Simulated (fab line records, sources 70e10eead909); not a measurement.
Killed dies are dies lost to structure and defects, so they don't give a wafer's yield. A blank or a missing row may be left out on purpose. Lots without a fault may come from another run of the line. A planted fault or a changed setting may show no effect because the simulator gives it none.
Which tool did it? | flow nand_harc | 6 lots, 18 wafers sampled, at 2 steps of a route of 1302

WHAT THE GAUGES READ, wafer by wafer
NHARC_THIN_TSV_THK_MEAS_02: measures by ir.
lot  | measured     | on            | thk_nm (nm)
L294 | day 23 08:20 | film_metro-01 | 2916 2920 2773
L292 | day 23 10:44 | film_metro-02 | 3024 3380 3307
L299 | day 26 04:20 | film_metro-01 | 2952 2891 3236
L302 | day 31 07:59 | film_metro-02 | 2873 3051 2613
L308 | day 31 15:12 | film_metro-02 | 2916 2915 3010
L312 | day 31 21:16 | film_metro-02 | 2637 2994 3505

WHICH TOOL RAN EACH LOT (tool, then ch and the chambers of the sampled wafers, then the start)
lot  | NHARC_A_CONTACT_ETCH_137
L294 | har_cap_etch-01 ch 0,1, day 22 00:55
L292 | har_cap_etch-02 ch 0,1, day 22 04:11
L299 | har_cap_etch-01 ch 0,1, day 24 21:16
L302 | har_cap_etch-03 ch 0,1, day 25 14:20
L308 | har_cap_etch-02 ch 0,1, day 27 19:19
L312 | har_cap_etch-03 ch 0,1, day 29 21:41
- NHARC_A_CONTACT_ETCH_137: etches the open film in C4F8/O2/Ar, time 311 s, target depth 1912 nm.

THE ANSWER, worked out from the rows above alone
Rule: what is usual is taken from the lots themselves. Put in order of their means at a reading, lots are off if they are a third of the lots or fewer, leave a main group of 4 or more, and stand apart from it by a gap of 3 or more times the standard deviation of the main group's means; of several such gaps the widest counts. A main group whose means are all the same, to the digits that the tables above print for the reading, isn't used. A lot without any number at a reading at which 4 lots or more have one is off too. The other lots that the step has rows for count as sound.
No lot is off at any reading shown: from this, nothing can be told.

WHAT THE SIMULATOR HAD PUT IN
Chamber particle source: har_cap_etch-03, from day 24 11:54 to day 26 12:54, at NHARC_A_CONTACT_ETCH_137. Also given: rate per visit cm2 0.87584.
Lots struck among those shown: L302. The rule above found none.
